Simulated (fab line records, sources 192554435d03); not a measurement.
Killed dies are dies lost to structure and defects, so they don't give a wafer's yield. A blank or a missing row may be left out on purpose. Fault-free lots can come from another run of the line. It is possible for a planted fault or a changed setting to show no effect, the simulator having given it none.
A struck lot beside a sound one -- flow n5 finfet -- 36 out of 1938 route steps
Sound: wafers L668.2, L668.4, L668.5. Wafers struck: L678.3, L678.4, L678.5. The cause is named last.
Per side, at each step with rows, come the tool, then ch with its chambers, and then its first start. Under that, the readings that differ: sound wafers -- struck wafers -- difference of the means -- sigmas: that difference in standard deviations of wafers without a fault.
alike: readings whose means differ by less than 2 such deviations, and words and numbers that are the same on both sides. not compared: withheld readings, readings that some wafer has no value for, bounds like >300 that may hide the same value, and numbers for which the record gives no deviation and whose values overlap.
The two part at a step that has a row with sigmas, a row that says differs or no value, or rows on one side only. Numbers that have no deviation but don't overlap get no sigmas and don't part them. A reading that every wafer of one side lacks parts them only if that side has two wafers or more.

first, 9 steps without rows for these wafers: N5_BEOL_M4_ANNEAL_95 (time 240 s); N5_BEOL_M4_SPUTTER_96 (material Cu, target thk 4.5 nm, time 8.29 s); N5_BEOL_M4_ECD_50 (material Cu, target thk 300 nm); N5_BEOL_M4_ANNEAL_51 (time 90 s); N5_BEOL_M4_CMP_52 (polishes, stops on SiOC, t overpolish 6.8 s, target thk 40 nm); N5_BEOL_M4_PRE_CLEAN_60 (time 15 s); N5_BEOL_M4_CO_CAP_55 (material Co, precursor CCTBA/H2, target thk 2 nm, time 102.1 s); N5_BEOL_M4_PRE_CLEAN_56 (time 15 s); N5_BEOL_M4_DEP_57 (deposits SiCN from 3MS/NH3, target thk 8 nm, time 14 s).
N5_BEOL_M4_RC_MEAS_101:
  sound on prober-01 ch 0, day 10 06:14; struck on prober-02 ch 0, day 12 14:14
reading,sound,struck,difference,sigmas
ION_P (uA/um),478 464 463,446 456 443,-20,-2
VT_P (mV),-245 -247 -248,-258 -252 -256,-9,-2
  alike: DIBL_N, DIBL_P, IOFF_N, IOFF_P, ION_N, SS_N, SS_P, VT_N
then, 24 steps without rows for these wafers: N5_BEOL_M5_ILD_DEP_00 (deposits SiCOH lowk from DEMS/porogen, target thk 140.64 nm, time 25.9 s); N5_BEOL_M5_CURE_79 (cures SiCOH lowk, time 240 s); N5_BEOL_M5_PECVD_70 (deposits SiO2 from TEOS/O2, target thk 16 nm, time 18 s); N5_BEOL_M5_HM_DEP_02 (deposits TiN, target thk 20 nm); N5_BEOL_M5_COAT_59 (time 60 s, resist thk 60 nm); N5_BEOL_M5_COAT_60 (time 60 s, resist thk 12 nm); N5_BEOL_M5_COAT_71 (time 60 s, resist thk 5 nm); N5_BEOL_M5_COAT_05 (resist thk 30 nm); N5_BEOL_M5_EBR_07; N5_BEOL_M5_SOFTBAKE_06 (time 60 s); N5_BEOL_M5_EXPOSE_08 (exposes mask M5, target cd 28 nm); N5_BEOL_M5_PEB_09 (peb time 60 s); N5_BEOL_M5_DEVELOP_10 (develop time 30 s); N5_BEOL_M5_DESCUM_16 (chemistry O2, time 7 s); N5_BEOL_M5_ETCH_72 (etches underlayer in N2/H2, target depth 6.5 nm, time 5.2 s); N5_BEOL_M5_ETCH_61 (etches SiARC in CF4, target depth 15.6 nm, time 26 s); N5_BEOL_M5_ETCH_62 (etches SOC in N2/H2, target depth 75 nm, overetch 15 nm, time 112.5 s); N5_BEOL_M5_STRIP_63 (strips in N2/H2); N5_BEOL_M5_STRIP_73 (strips in N2/H2); N5_BEOL_M5_STRIP_64 (strips in CF4); N5_BEOL_M5_HM_OPEN_17 (chemistry Cl2/BCl3, target TiN, target depth 20 nm, overetch 6 nm); N5_BEOL_M5_STRIP_19 (strips in O2); N5_BEOL_M5_COAT_65 (time 60 s, resist thk 60 nm); N5_BEOL_M5_COAT_66 (time 60 s, resist thk 12 nm).
-- record jumps: 4 days separate the struck wafers' starts on either side; left off in module BEOL_M5, taken up again in module BEOL_M13, whose first shown step is the route's number 1713 --
N5_BEOL_M13_DEP_53: deposits SiCN from 3MS/NH3, target thk 50 nm, time 17.8 s.
  sound on pecvd-03 ch 0, day 13 09:44; struck on pecvd-03 ch 0,1, day 16 04:07
  no value came back on the struck wafers for chamber pressure Torr (Torr), rf fwd power W (W), showerhead plenum p Torr (Torr), throttle valve pct (%); on the sound wafers chamber pressure Torr (Torr) reads 2.993 3.004 2.990
N5_PASSIVATION_PROBE_49:
  only the struck wafers here have rows in the record (prober-01, day 17 16:37); the sound ones have none

WHERE THEY PART
At N5_BEOL_M4_RC_MEAS_101 first; at N5_PASSIVATION_PROBE_49 last (within this record only).

WHY: what had been put in by the simulator
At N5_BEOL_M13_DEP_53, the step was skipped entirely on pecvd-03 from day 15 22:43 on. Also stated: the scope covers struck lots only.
